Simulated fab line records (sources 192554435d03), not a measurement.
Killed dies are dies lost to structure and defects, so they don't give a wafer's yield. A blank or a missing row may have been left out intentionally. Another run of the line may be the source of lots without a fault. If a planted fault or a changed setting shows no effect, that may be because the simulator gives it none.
fab line records | flow n5_finfet
record: lots: 11 wafers: 33 last_day: 18
route steps=1938 shown BEOL_M1@824 BEOL_M4@1111
lots with no fault: from the same line, run without faults
start_h: hours from the record's opening day to when the first of the lot's shown wafers began | wait_h: hours elapsed since this lot's preceding step | " same as the row above | L1.1+2: a row that stands for several wafers | - either no value or no given start | * or withheld: withheld | < > ~ a bound
route shown NAME@n: names a module that has steps shown in the file, with the first one's number in the route | usual: average and standard deviation across the fault-free wafers | same: alike in all rows | chamber/n: place in a boat | sites: the reading at each site | _std_site: the values' standard deviation | _edge_site: outer sites' mean less inner sites' | radius_mm: for every site, how far away it sits from the centre of the wafer | mask NAME#n: copy n | behind: tool/chamber where the wafer was last shaped | hold: why the lot was held/for how many hours/how that ended | device: the transistor (n, p or np) that didn't switch | end of line: the route-end tests of the same wafers | a step without rows: its recipe alone | killed: dies lost to structure and defects at the first sort, not the wafer's yield | map: dies across one wafer; x = killed, . = not, _ = none there
set.NAME: the setting the step ran with; set.NAME@STEP: the setting that earlier step ran with | model.NAME: the simulator's own value behind a step, which no gauge read
steps of the route over a sample of lots; a table a step, a row a wafer
services: when a tool's chamber went out of use (start_h, in hours from the record's first day, below 0 if earlier), for how many hours, and the reason
== steps ==
step: N5_BEOL_M1_SPUTTER_90
recipe: material: Cu target_thk_a: 45 temp_c: -20 chamber_pressure_pa: 0.07 power_w: withheld time_s: 8.29
usual: chamber_pressure_pa: 0.07/0.00014 throttle_valve_pct: 30.5/0.41
columns lot.wafer tool chamber start_h wait_h chamber_pressure_pa throttle_valve_pct
L220.1 pvd_sputter-02 - 130.31 0.1 0.07014 30.7
L220.2 " - " " 0.06984 30.5
L220.5 " - " " 0.07009 31.2
L221.1 pvd_sputter-03 - 134.21 0.1 0.07003 30.4
L221.2 " - " " 0.07 30.0
L221.3 " - " " 0.06996 30.0
L222.3 pvd_sputter-01 - 145.21 0.1 0.06978 30.5
L222.4 " - " " 0.06987 30.0
L222.6 " - " " 0.06999 31.0
L224.4 pvd_sputter-02 - 161.42 0.0 0.06993 31.0
L224.5 " - " " 0.07019 30.9
L224.6 " - " " 0.06994 30.3
L225.2 pvd_sputter-02 - 163.50 0.1 0.0698 30.3
L225.4 " - " " 0.0699 31.0
L225.6 " - " " 0.06977 30.2
L231.1 pvd_sputter-02 - 199.25 0.1 0.06992 30.8
L231.2 " - " " 0.06989 30.5
L231.3 " - " " 0.06982 30.5
L235.2 pvd_sputter-02 - 236.31 0.1 0.06981 30.7
L235.3 " - " " 0.07004 30.9
L235.6 " - " " 0.07 30.6
L238.3 pvd_sputter-02 - 239.81 0.1 0.07006 30.8
L238.4 " - " " 0.06976 30.5
L238.6 " - " " 0.06997 31.0
L240.1 pvd_sputter-03 - 254.98 0.1 0.07006 30.0
L240.5 " - " " 0.07027 30.3
L240.6 " - " " 0.06995 30.6
L242.1 pvd_sputter-01 - 267.16 0.1 0.06991 29.7
L242.2 " - " " 0.06968 30.8
L242.3 " - " " 0.07016 30.5
L243.1 pvd_sputter-03 - 274.63 0.1 0.07018 30.0
L243.2 " - " " 0.07004 30.4
L243.4 " - " " 0.07018 30.0
step: N5_BEOL_M1_SPUTTER_92
recipe: material: Cu target_thk_a: 45 temp_c: -20 chamber_pressure_pa: 0.07 power_w: withheld time_s: 8.29
usual: chamber_pressure_pa: 0.07001/0.00013 throttle_valve_pct: 30.5/0.41
columns lot.wafer tool chamber start_h wait_h chamber_pressure_pa throttle_valve_pct
L220.1 pvd_sputter-02 - 130.53 0.1 0.06997 30.5
L220.2 " - " " 0.06994 30.6
L220.5 " - " " 0.06991 31.1
L221.1 pvd_sputter-03 - 134.43 0.1 0.06991 30.7
L221.2 " - " " 0.07005 30.0
L221.3 " - " " 0.06996 29.7
L222.3 pvd_sputter-01 - 145.43 0.1 0.06992 30.5
L222.4 " - " " 0.07014 30.1
L222.6 " - " " 0.07003 31.0
L224.4 pvd_sputter-02 - 161.64 0.0 0.06994 31.0
L224.5 " - " " 0.0702 30.9
L224.6 " - " " 0.07025 30.6
L225.2 pvd_sputter-02 - 163.72 0.1 0.06998 30.5
L225.4 " - " " 0.07019 31.1
L225.6 " - " " 0.07002 30.5
L231.1 pvd_sputter-02 - 199.47 0.1 0.07 30.9
L231.2 " - " " 0.06987 30.3
L231.3 " - " " 0.07023 30.5
L235.2 pvd_sputter-02 - 236.53 0.1 0.07736 29.0
L235.3 " - " " 0.07745 29.5
L235.6 " - " " 0.07744 29.2
L238.3 pvd_sputter-02 - 240.03 0.1 0.07738 29.2
L238.4 " - " " 0.07756 28.9
L238.6 " - " " 0.0774 29.3
L240.1 pvd_sputter-03 - 255.20 0.1 0.07008 30.4
L240.5 " - " " 0.06992 30.3
L240.6 " - " " 0.0701 30.5
L242.1 pvd_sputter-01 - 267.38 0.1 0.06979 29.6
L242.2 " - " " 0.06996 30.5
L242.3 " - " " 0.07033 30.4
L243.1 pvd_sputter-03 - 274.85 0.1 0.07008 29.8
L243.2 " - " " 0.06994 30.7
L243.4 " - " " 0.07 30.4
step: N5_BEOL_M1_SPUTTER_96
recipe: material: Cu target_thk_a: 45 temp_c: -20 chamber_pressure_pa: 0.07 power_w: withheld time_s: 8.29
usual: chamber_pressure_pa: 0.07/0.00014 throttle_valve_pct: 30.5/0.41
columns lot.wafer tool chamber start_h wait_h chamber_pressure_pa throttle_valve_pct
L220.1 pvd_sputter-02 - 130.97 0.1 0.06998 30.5
L220.2 " - " " 0.06987 30.2
L220.5 " - " " 0.06989 31.0
L221.1 pvd_sputter-03 - 134.87 0.1 0.06972 30.6
L221.2 " - " " 0.06999 30.0
L221.3 " - " " 0.07 30.0
L222.3 pvd_sputter-01 - 145.87 0.1 0.06982 30.2
L222.4 " - " " 0.07037 30.5
L222.6 " - " " 0.06988 30.6
L224.4 pvd_sputter-02 - 162.08 0.0 0.07015 31.1
L224.5 " - " " 0.06982 30.6
L224.6 " - " " 0.07001 30.2
L225.2 pvd_sputter-02 - 164.16 0.1 0.07015 30.5
L225.4 " - " " 0.07021 30.9
L225.6 " - " " 0.07001 30.5
L231.1 pvd_sputter-02 - 199.91 0.1 0.06989 30.8
L231.2 " - " " 0.0699 30.5
L231.3 " - " " 0.07012 30.6
L235.2 pvd_sputter-02 - 236.97 0.1 0.0699 30.3
L235.3 " - " " 0.06994 31.1
L235.6 " - " " 0.06989 30.4
L238.3 pvd_sputter-02 - 240.47 0.1 0.06989 30.9
L238.4 " - " " 0.07012 30.7
L238.6 " - " " 0.07019 30.8
L240.1 pvd_sputter-03 - 255.64 0.1 0.06997 30.2
L240.5 " - " " 0.06988 30.1
L240.6 " - " " 0.06992 30.7
L242.1 pvd_sputter-01 - 267.82 0.1 0.07012 29.5
L242.2 " - " " 0.06992 30.5
L242.3 " - " " 0.07003 30.4
L243.1 pvd_sputter-03 - 275.29 0.1 0.06977 29.9
L243.2 " - " " 0.07017 30.4
L243.4 " - " " 0.06993 29.8
step: N5_BEOL_M4_RC_MEAS_101
usual: DIBL_N: 36.5/1.4 DIBL_P: 36.5/1.6 IOFF_N: 0.163/0.022 IOFF_P: 0.219/0.029 ION_N: 675/8.3 ION_P: 464/6.2 SS_N: 71.5/0.52 SS_P: 73.4/0.57 VT_N: 249.7/2.6 VT_P: -250/3
columns lot.wafer tool chamber start_h wait_h DIBL_N[mV/V] DIBL_P[mV/V] IOFF_N[nA/um] IOFF_P[nA/um] ION_N[uA/um] ION_P[uA/um] SS_N[mV/dec] SS_P[mV/dec] VT_N[mV] VT_P[mV]
L220.1 prober-02 0 164.98 0.4 35.8 35.3 0.140 0.185 661 459 71.2 72.5 250.8 -250
L220.2 " 0 " " 38.3 37.5 0.177 0.224 671 462 72.1 73.1 248.6 -247
L220.5 " 0 " " 36.7 37.0 0.152 0.201 670 465 71.2 72.9 249.0 -249
L221.1 prober-01 0 171.17 0.0 38.3 37.0 0.170 0.252 673 472 71.9 73.3 252.2 -249
L221.2 " 0 " " 36.7 34.9 0.139 0.215 661 462 71.2 73.9 254.3 -248
L221.3 " 0 " " 36.8 34.5 0.136 0.199 669 468 70.9 73.2 253.8 -249
L222.3 prober-01 0 183.48 0.3 37.4 38.1 0.189 0.216 673 455 72.7 73.7 247.7 -251
L222.4 " 0 " " 34.2 34.8 0.134 0.174 666 453 71.4 73.3 251.4 -255
L222.6 " 0 " " 36.5 38.0 0.174 0.213 676 461 72.3 73.4 250.6 -251
L225.2 prober-02 0 201.75 0.2 35.2 34.1 0.142 0.178 667 462 71.2 73.3 253.4 -255
L225.4 " 0 " " 37.9 36.5 0.191 0.215 691 463 72.1 73.6 248.8 -253
L225.6 " 0 " " 36.1 35.4 0.153 0.193 671 459 71.2 73.2 251.1 -253
L224.4 prober-02 0 211.63 0.5 38.0 38.5 0.187 0.234 682 462 72.1 74.0 247.6 -249
L224.5 " 0 " " 37.2 37.4 0.190 0.208 691 466 72.5 72.4 245.4 -251
L224.6 " 0 " " 37.7 38.7 0.194 0.236 687 461 72.0 73.9 246.8 -251
L231.1 prober-02 0 231.98 0.0 35.2 36.0 0.148 0.232 675 468 70.5 72.0 250.1 -248
L231.2 " 0 " " 36.1 36.6 0.172 0.246 668 468 71.4 72.3 247.9 -247
L231.3 " 0 " " 38.4 39.9 0.212 0.302 682 472 71.5 73.9 244.5 -244
L235.2 prober-01 0 279.40 0.2 38.6 37.1 0.181 0.226 682 462 72.3 73.7 246.5 -251
L235.3 " 0 " " 38.1 36.5 0.173 0.205 678 456 72.3 73.7 248.6 -253
L235.6 " 0 " " 38.4 36.5 0.177 0.205 665 450 71.2 73.2 249.0 -254
L238.3 prober-01 0 283.00 0.3 37.9 38.8 0.177 0.227 684 464 71.6 73.8 247.7 -250
L238.4 " 0 " " 38.4 39.5 0.187 0.243 682 465 71.8 74.3 247.3 -249
L238.6 " 0 " " 39.1 39.8 0.197 0.247 685 468 71.8 74.1 247.4 -246
L240.1 prober-02 0 290.68 0.0 38.5 38.0 0.175 0.240 681 464 71.3 74.3 250.5 -247
L240.5 " 0 " " 38.7 37.9 0.184 0.244 666 460 71.4 74.3 248.6 -248
L240.6 " 0 " " 38.1 37.6 0.174 0.248 685 471 71.4 74.0 247.6 -247
L242.1 prober-02 0 310.36 0.0 35.7 37.9 0.170 0.230 681 472 72.5 73.4 250.1 -248
L242.2 " 0 " " 33.3 34.6 0.127 0.184 675 467 71.0 72.6 252.1 -251
L242.3 " 0 " " 35.0 36.6 0.151 0.217 675 465 71.1 73.3 250.0 -249
L243.1 prober-02 0 316.72 0.0 36.6 35.7 0.149 0.218 661 460 71.8 73.4 251.6 -250
L243.2 " 0 " " 37.2 36.7 0.164 0.243 665 458 72.8 73.9 250.0 -248
L243.4 " 0 " " 34.9 33.8 0.132 0.196 667 467 71.7 72.7 254.0 -251
== services ==
columns tool chamber start_h hours kind
pvd_sputter-01 - 141.96 1.9 repair
== key ==
first_sign: step: N5_BEOL_M1_SPUTTER_92 reading: chamber_pressure_pa direction: up sigmas: 56 usual: 0.07001 struck: 0.07743
effect: step: N5_BEOL_M1_SPUTTER_92 reading: throttle_valve_pct direction: down sigmas: 3.2 usual: * struck: *
met_at N5_BEOL_M1_SPUTTER_92
struck_lots L235,L238
not_acting_at N5_BEOL_M1_SPUTTER_90,N5_BEOL_M1_SPUTTER_96
onset_between 199.47 236.53
fault: kind: process_parameter_drift tool: pvd_sputter-02 chamber: - onset_h: 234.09 steps: N5_BEOL_M1_SPUTTER_92 channel: chamber_pressure_pa offset: 0.0074556 shape: step end_h: 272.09 acts_in: these_recipes_only stated: 0.07
